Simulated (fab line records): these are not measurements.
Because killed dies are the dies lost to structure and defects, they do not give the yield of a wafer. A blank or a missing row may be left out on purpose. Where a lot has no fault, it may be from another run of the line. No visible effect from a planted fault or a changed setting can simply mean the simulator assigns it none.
fab line records	flow nand-harc
[record] lots = 5	wafers = 15	last-day = 33
route steps=1302 shown A_SGD_CUT@903
lots that met no fault: from a run of the same line without faults
start-h: the number of hours between the record's first day and the start of the first shown wafer of the lot	wait-h: hours elapsed since this lot's preceding step	" unchanged from the row above	L1.1+2: one row covering several wafers at once	- either no value or no given start	* or withheld: withheld	< > ~ a bound
route shown NAME@n: a module of which the file shows steps, and the number in the route of the first	usual: mean/standard deviation taken from wafers without a fault	same: alike in all rows	chamber/n: place in a boat	sites: the reading at each site	_std_site: standard deviation of those values	_edge_site: inner sites' mean taken away from outer sites' mean	radius-mm: for every site, how far away it sits from the centre of the wafer	mask NAME#n: copy n	behind: the tool/chamber that last shaped the wafer	hold: what put the lot on hold/how long, in hours/how the hold closed	device: transistor that didn't switch, given as n, p or np	end of line: the same wafers' tests at the end of the route	where a step has no rows: the recipe by itself	killed: dies that structure and defects cost at the first sort, which is not the same as the wafer's yield	map: dies across one wafer; x = killed, . = not, _ = none there
set.NAME: setting as actually run; set.NAME@STEP: the setting as run at that earlier step	model.NAME: the simulator's own value behind a step, which no gauge read
lots seen at some steps along the route; tables by step, rows by wafer
services: from which hour (start-h, from the record's first day; less than 0 if before it) a tool's chamber was out of use, for how many hours, and why
[[steps]]
[step NHARC_A_SGD_CUT_INSPECT_11]
[usual] raw-defect-count = 52/24
lot.wafer	tool	chamber	start-h	wait-h	raw-defect-count
L792.1	defect-inspect-01	-	499.50	0.0	69
L792.2	"	-	"	"	69
L792.3	"	-	"	"	63
L798.2	defect-inspect-02	-	567.85	0.0	7
L798.5	"	-	"	"	13
L798.6	"	-	"	"	8
L804.1	defect-inspect-02	-	635.84	0.0	78
L804.2	"	-	"	"	75
L804.3	"	-	"	"	72
L806.2	defect-inspect-01	-	652.52	0.0	15
L806.4	"	-	"	"	12
L806.5	"	-	"	"	12
L807.2	defect-inspect-02	-	662.11	0.0	29
L807.3	"	-	"	"	40
L807.5	"	-	"	"	22
[step NHARC_A_SGD_CUT_DESCUM_14]
[recipe] time-s = 3	o2-flow-sccm = 200	ar-flow-sccm = 0	bias-power-w = 0	chemistry = O2
[usual] drypump-motor-current-A = 5.62/0.24	oes-product-au = 1.001/0.01	rf-vpp-V = 57.9/0.93	showerhead-plenum-p-Torr = 1.93/0.068	throttle-valve-pct = 11.311/0.009
[same] bias-power-w = 0
lot.wafer	tool	chamber	start-h	wait-h	drypump-motor-current-A	oes-product-au	rf-hours-counter-h	rf-vpp-V	showerhead-plenum-p-Torr	throttle-valve-pct
L792.3	rie-diel-01	0	499.56	0.1	5.82	0.993	6	57.7	2.03	11.324
L792.1	"	2	"	"	5.48	1.004	5	57.6	1.93	11.304
L792.2	"	3	"	"	5.89	0.994	6	58.7	1.84	11.314
L798.2	rie-diel-01	2	567.92	0.1	5.46	1.004	0	58.2	1.93	11.319
L798.6	"	1	"	"	5.22	0.998	-	58.2	1.88	11.322
L798.5	"	2	"	"	5.47	0.988	-	58.3	1.93	11.302
L804.1	rie-diel-06	3	635.91	0.1	5.41	0.998	5	58.5	1.88	11.302
L804.3	"	1	"	"	5.86	0.996	9	57.3	2.03	11.316
L804.2	"	2	"	"	5.82	1.004	8	58.6	1.96	11.319
L806.2	rie-diel-11	0	652.58	0.1	5.67	0.998	4	57.0	1.85	11.302
L806.4	"	3	"	"	5.40	0.984	4	58.1	1.90	11.324
L806.5	"	0	"	"	5.68	1.000	-	58.0	1.85	11.307
L807.2	rie-diel-01	0	662.19	0.1	5.82	1.008	6	60.3	2.02	11.310
L807.3	"	1	"	"	5.22	0.985	6	57.0	1.87	11.294
L807.5	"	2	"	"	5.47	0.986	-	58.2	1.93	11.302
[step NHARC_A_SGD_CUT_ETCH_58]
[recipe] target-depth-a = 390	over-etch-frac = 0.3	time-s = 65	ion-energy-ev = 80	cf4-flow-sccm = 150	ar-flow-sccm = 0	rf-w = 300	bias-w = 100	chemistry = CF4
[usual] drypump-motor-current-A = 5.61/0.24	oes-product-au = 1.001/0.0099	rf-vpp-V = 151.4/1	showerhead-plenum-p-Torr = 1.78/0.058	throttle-valve-pct = 13.283/0.0081
lot.wafer	tool	chamber	start-h	wait-h	drypump-motor-current-A	oes-product-au	rf-hours-counter-h	rf-vpp-V	showerhead-plenum-p-Torr	throttle-valve-pct
L792.2	rie-diel-01	1	499.65	0.1	5.23	0.994	6	151.3	1.74	13.273
L792.1	"	3	"	"	5.88	1.000	6	149.8	1.71	13.299
L792.3	"	0	"	"	5.80	1.001	6	151.0	1.87	13.282
L798.2	rie-diel-01	0	568.00	0.1	5.82	1.007	0	151.8	1.87	13.276
L798.5	"	0	"	"	5.83	1.010	-	153.0	1.87	13.293
L798.6	"	1	"	"	5.22	0.995	-	150.6	1.74	13.302
L804.3	rie-diel-06	2	636.04	0.1	5.78	1.012	8	151.4	1.80	13.287
L804.1	"	0	"	"	5.50	0.991	5	149.3	1.70	13.286
L804.2	"	1	"	"	5.82	1.000	9	153.7	1.87	13.287
L806.4	rie-diel-11	3	652.68	0.1	5.42	0.984	4	151.2	1.76	13.280
L806.2	"	0	"	"	5.66	1.002	4	150.7	1.71	13.283
L806.5	"	2	"	"	5.18	1.013	-	151.7	1.79	13.279
L807.2	rie-diel-01	0	662.25	0.1	5.82	1.009	6	152.4	1.86	13.282
L807.3	"	3	"	"	5.90	0.991	6	150.8	1.70	13.277
L807.5	"	0	"	"	5.84	1.022	-	151.1	1.86	13.286
[step NHARC_A_SGD_CUT_ETCH_59]
[recipe] target-depth-a = 2600	over-etch-frac = 0.25	time-s = 406.25	ion-energy-ev = 200	n2-flow-sccm = 150	h2-flow-sccm = 150	ar-flow-sccm = 0	rf-w = 400	bias-w = 150	chemistry = N2/H2
[usual] drypump-motor-current-A = 5.63/0.24	oes-product-au = 1.000/0.011	rf-vpp-V = 431.0/2.3	showerhead-plenum-p-Torr = 2.06/0.075	throttle-valve-pct = 14.172/0.009
lot.wafer	tool	chamber	start-h	wait-h	drypump-motor-current-A	oes-product-au	rf-hours-counter-h	rf-vpp-V	showerhead-plenum-p-Torr	throttle-valve-pct
L792.1	rie-diel-01	0	-	-	5.85	0.994	6	433.1	2.17	14.184
L792.2	"	1	"	"	5.23	1.005	6	428.4	2.00	14.161
L792.3	"	2	"	"	5.48	0.997	5	430.4	2.06	14.168
L798.2	rie-diel-01	3	-	-	5.87	1.005	0	428.4	1.96	14.186
L798.5	"	0	"	"	5.82	1.015	-	434.9	2.16	14.178
L798.6	"	1	"	"	5.22	0.982	-	429.2	2.00	14.177
L804.1	rie-diel-06	0	-	-	5.57	0.991	5	426.8	1.96	14.166
L804.2	"	1	"	"	5.83	1.011	9	433.3	2.17	14.174
L804.3	"	2	"	"	5.81	1.019	8	432.7	2.09	14.168
L806.4	rie-diel-11	1	-	-	5.86	0.995	4	431.5	2.11	14.168
L806.2	"	0	"	"	5.68	0.997	4	427.0	1.97	14.177
L806.5	"	1	"	"	5.85	0.998	-	433.0	2.11	14.171
L807.3	rie-diel-01	0	-	-	5.82	1.013	6	433.4	2.16	14.167
L807.2	"	2	"	"	5.45	0.995	6	431.6	2.06	14.176
L807.5	"	0	"	"	5.82	1.005	-	434.7	2.16	14.163
[step NHARC_A_SGD_CUT_ETCH_15]
[recipe] target-depth-a = 750	time-s = 64.3	ch3f-flow-sccm = 50	o2-flow-sccm = 30	ar-flow-sccm = 200	rf-w = 500	bias-w = 100	chemistry = CH3F/O2
[step NHARC_A_SGD_CUT_ETCH_16]
[recipe] target-depth-a = 3105	time-s = 155.2	c4f8-flow-sccm = withheld	o2-flow-sccm = 8	ar-flow-sccm = withheld	rf-w = 600	bias-w = 800	chemistry = C4F8/O2/Ar
[usual] oes-product-au = 0.974/0.012	rf-vpp-V = 724/3.4
lot.wafer	tool	chamber	start-h	wait-h	oes-product-au	rf-hours-counter-h	rf-vpp-V
L792.3	rie-diel-01	2	-	-	0.976	5	725
L792.1	"	3	"	"	0.972	6	720
L792.2	"	1	"	"	0.980	6	722
L798.2	rie-diel-01	0	-	-	0.988	0	730
L798.5	"	2	"	"	0.969	-	725
L798.6	"	3	"	"	0.969	-	719
L804.1	rie-diel-06	2	-	-	0.968	8	725
L804.3	"	3	"	"	0.970	5	722
L804.2	"	1	"	"	0.978	9	730
L806.4	rie-diel-11	2	-	-	0.985	4	725
L806.2	"	0	"	"	0.973	4	719
L806.5	"	2	"	"	0.991	-	723
L807.3	rie-diel-01	0	-	-	0.989	7	728
L807.2	"	2	"	"	0.974	6	724
L807.5	"	0	"	"	0.995	-	728
[step NHARC_A_SGD_CUT_STRIP_60]
[recipe] c4f8-flow-sccm = withheld	o2-flow-sccm = 8	ar-flow-sccm = withheld	bias-w = 0	chemistry = C4F8/O2/Ar
[step NHARC_A_SGD_CUT_STRIP_17]
[recipe] o2-flow-sccm = 500	ar-flow-sccm = 0	bias-w = 0	chemistry = O2
[usual] drypump-motor-current-A = 5.62/0.24	oes-product-au = 1.000/0.011	rf-vpp-V = 57.8/0.91	showerhead-plenum-p-Torr = 3.55/0.12	throttle-valve-pct = 17.036/0.0098
lot.wafer	tool	chamber	start-h	wait-h	drypump-motor-current-A	oes-product-au	rf-hours-counter-h	rf-vpp-V	showerhead-plenum-p-Torr	throttle-valve-pct
L792.2	rie-diel-01	3	-	-	5.89	0.997	6	57.1	3.41	17.024
L792.1	"	0	"	"	5.82	0.999	6	58.3	3.73	17.017
L792.3	"	1	"	"	5.23	1.001	6	56.9	3.47	17.045
L798.2	rie-diel-01	3	-	-	5.90	0.990	0	59.7	3.40	17.039
L798.5	"	1	"	"	5.23	0.993	-	56.9	3.46	17.050
L798.6	"	2	"	"	5.49	0.982	-	57.2	3.56	17.015
L804.3	rie-diel-06	1	-	-	5.85	1.010	9	59.2	3.73	17.049
L804.1	"	2	"	"	5.83	1.015	9	57.8	3.60	17.035
L804.2	"	0	"	"	5.54	0.991	6	57.9	3.40	17.027
L806.4	rie-diel-11	2	-	-	5.16	0.997	4	58.1	3.56	17.044
L806.2	"	3	"	"	5.46	0.990	4	57.8	3.51	17.032
L806.5	"	3	"	"	5.44	0.984	-	57.2	3.51	17.036
L807.2	rie-diel-01	2	-	-	5.48	0.989	6	58.2	3.55	17.028
L807.3	"	1	"	"	5.22	0.988	6	58.2	3.46	17.030
L807.5	"	2	"	"	5.49	1.003	-	56.7	3.55	17.043
[step NHARC_A_SGD_CUT_PRECLEAN_18]
[recipe] time-s = *	temp-c = 50	bath-age-min = 0	chemistry = SC1
[step NHARC_A_SGD_CUT_SRD_19]
[step NHARC_A_SGD_CUT_DEP_20]
[recipe] target-thk-a = 1500	temp-c = 65	material = SiO2
[step NHARC_A_SGD_CUT_ANNEAL_27]
[recipe] temp-c = 450	time-s = 1800
[step NHARC_A_SGD_CUT_CMP_21]
[recipe] target-thk-nm = 148.19
[usual] edge-zone-pressure-frac = 1.000/0.0054	motor-current-A = 11.9/0.93	time-to-endpoint-s = 50/3.5
lot.wafer	tool	chamber	start-h	wait-h	edge-zone-pressure-frac	motor-current-A	time-to-endpoint-s
L792.1	cmp-02	3	506.88	0.5	1.002	12.6	53
L792.2	"	0	"	"	1.001	10.6	47
L792.3	"	2	"	"	1.003	12.2	51
L798.2	cmp-01	3	573.77	0.4	1.008	10.5	57
L798.6	"	0	"	"	1.005	13.3	51
L798.5	"	1	"	"	1.004	12.6	100
L804.2	cmp-01	0	641.44	0.4	0.994	13.5	50
L804.1	"	1	"	"	1.004	12.8	50
L804.3	"	3	"	"	1.005	11.0	56
L806.4	cmp-01	1	662.16	0.4	1.004	11.8	51
L806.2	"	0	"	"	0.991	13.4	46
L806.5	"	1	"	"	1.010	12.3	47
L807.2	cmp-01	0	671.16	0.4	1.001	12.5	50
L807.3	"	2	"	"	1.009	12.1	48
L807.5	"	1	"	"	1.000	12.1	50
[step NHARC_A_SGD_CUT_THK_MEAS_22]
[recipe] thk-meas-gauge = ellipsometry
[usual] thk-nm = 148.2/1.5
lot.wafer	tool	chamber	start-h	wait-h	thk-nm
L792.1	film-metro-02	-	507.13	0.2	149.0
L792.2	"	-	"	"	146.8
L792.3	"	-	"	"	147.7
L798.2	film-metro-02	-	573.95	0.2	149.1
L798.5	"	-	"	"	148.7
L798.6	"	-	"	"	149.3
L804.1	film-metro-02	-	641.69	0.2	147.9
L804.2	"	-	"	"	147.5
L804.3	"	-	"	"	150.4
L806.2	film-metro-02	-	662.42	0.2	147.5
L806.4	"	-	"	"	148.2
L806.5	"	-	"	"	149.5
L807.2	film-metro-02	-	671.43	0.2	149.1
L807.3	"	-	"	"	147.7
L807.5	"	-	"	"	148.9
[[services]]
tool	chamber	start-h	hours	kind
cmp-01	-	479.50	4.0	pm
rie-diel-06	-	484.30	9.0	pm
rie-diel-01	0	487.88	-	clean
rie-diel-01	1	487.88	-	clean
rie-diel-01	2	487.88	-	clean
rie-diel-01	3	487.88	-	clean
cmp-01	-	506.65	1.2	repair
cmp-02	-	508.64	3.7	repair
rie-diel-01	0	512.42	-	clean
cmp-02	-	526.50	4.0	pm
rie-diel-06	3	529.79	30.2	repair
rie-diel-06	0	533.74	22.4	repair
rie-diel-11	0	547.04	3.9	repair
rie-diel-06	1	547.11	2.3	repair
rie-diel-01	-	557.80	9.0	pm
rie-diel-06	2	573.13	8.4	repair
cmp-02	-	575.34	1.6	repair
cmp-01	-	577.50	4.0	pm
cmp-01	-	604.26	6.3	repair
cmp-02	-	608.26	2.0	repair
rie-diel-11	-	609.50	9.0	pm
cmp-02	-	624.50	4.0	pm
cmp-01	-	625.15	2.0	repair
rie-diel-06	-	661.30	9.0	pm
[[key]]
[first-sign] step = NHARC_A_SGD_CUT_CMP_21	reading = time-to-endpoint-s	direction = up	sigmas = 14	usual = *	struck = *
effect none on later readings
met-at NHARC_A_SGD_CUT_CMP_21
struck-wafers L798.5
tester-left-out L798
[fault] kind = process-parameter-drift	tool = cmp-01	chamber = -	onset-h = 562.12	steps = NHARC_A_SGD_CUT_CMP_21	channel = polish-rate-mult	offset = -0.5	shape = step	end-h = 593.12	scope = struck-wafers-only
// tester-left-out: of these lots the tester's yield and bins aren't shown, on N5 and GAA mostly nor the transistor test; their killed dies are dies lost to structure and defects alone, not to doping, threshold or leakage, so they don't give the yield
